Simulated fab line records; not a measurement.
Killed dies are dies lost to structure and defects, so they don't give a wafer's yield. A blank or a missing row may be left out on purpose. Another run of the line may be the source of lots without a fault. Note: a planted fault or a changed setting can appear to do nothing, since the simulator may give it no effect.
Comparing a struck lot with a sound one | flow nandHarc | 14 out of 1302 route steps
Sound: the wafers L709.3, L709.5, L709.6. Struck: wafer L718.3. (L718.5 of the same lot was not struck and is left out.) The cause comes at the end.
Per side, at each step with rows, come the tool, then ch with its chambers, and then its first start. Under that, the readings that differ: sound wafers | struck wafers | difference of the means | sigmas: that difference in standard deviations of wafers without a fault.
alike: same words and numbers on both sides, and readings whose means sit less than 2 such deviations apart. not compared: any withheld reading, any reading some wafer has no value for, any bound like >300 that may hide the same value, and any number with overlapping values for which the record gives no deviation.
A row with sigmas, a row that says differs or no value, or rows on one side alone: a step with any of these is where the two part. Numbers that don't overlap but have no deviation are shown without sigmas and don't part them. A reading missing from all wafers of one side parts the sides only when that side holds two or more wafers.

NHARC_A_SOURCE_PLATE_THK_MEAS_06: measures by ellipsometry.
  sound on filmMetro-01 at day 11 00:28; struck on filmMetro-02 at day 14 14:40
  alike: thkNm
NHARC_A_SOURCE_PLATE_INSPECT_08:
  sound on defectInspect-02 at day 11 00:34; struck on defectInspect-01 at day 14 14:44
  alike: rawDefectCount
following that, 1 step holds no rows for these wafers, namely NHARC_A_ONON_D1_DEP_00 (target thickness 1000 nm).
NHARC_A_ONON_D1_THK_MEAS_02: measures by ellipsometry.
  sound on filmMetro-02 at day 11 01:08; struck on filmMetro-02 at day 14 15:19
  alike: thkNm
following that, 1 step holds no rows for these wafers, namely NHARC_A_ONON_D1_DEP_03 (target thickness 1000 nm).
NHARC_A_ONON_D1_THK_MEAS_05: measures by ellipsometry.
  sound on filmMetro-01 at day 11 01:42; struck on filmMetro-02 at day 14 15:53
  alike: thkNm
following that, 1 step holds no rows for these wafers, namely NHARC_A_ONON_D1_DEP_06 (target thickness 1000 nm).
NHARC_A_ONON_D1_THK_MEAS_08: measures by ellipsometry.
  sound on filmMetro-01 at day 11 02:16; struck on filmMetro-02 at day 14 16:27
reading    | sound       | struck | difference | sigmas
thkNm (nm) | 990 987 989 | 1012   | +23        | +3
following that, 1 step holds no rows for these wafers, namely NHARC_A_ONON_D1_DEP_09 (target thickness 1000 nm).
NHARC_A_ONON_D1_THK_MEAS_11: measures by ellipsometry.
  sound on filmMetro-01 at day 11 02:50; struck on filmMetro-02 at day 14 17:01
  alike: thkNm
NHARC_A_ONON_D1_DEP_12: target thk 1000 nm.
  sound on pecvdOnon-02 ch 0, day 11 03:01; struck on pecvdOnon-03 ch 0, day 14 17:11
NHARC_A_ONON_D1_THK_MEAS_14: measures by ellipsometry.
  sound on filmMetro-02 at day 11 03:24; struck on filmMetro-02 at day 14 17:35
reading    | sound          | struck | difference | sigmas
thkNm (nm) | 1002 1001 1002 | 805    | -197       | -18
then, 1 step without rows for these wafers: NHARC_A_ONON_D1_ANNEAL_15 (time 3600 s).
NHARC_END_SORT_01:
  the record has rows for the sound wafers here (prober-02 ch 0, day 28 14:30) and none for the struck ones

## WHERE THEY PART
Earliest at NHARC_A_ONON_D1_THK_MEAS_08; latest, in this record, at NHARC_END_SORT_01.

WHY: what had been put in by the simulator
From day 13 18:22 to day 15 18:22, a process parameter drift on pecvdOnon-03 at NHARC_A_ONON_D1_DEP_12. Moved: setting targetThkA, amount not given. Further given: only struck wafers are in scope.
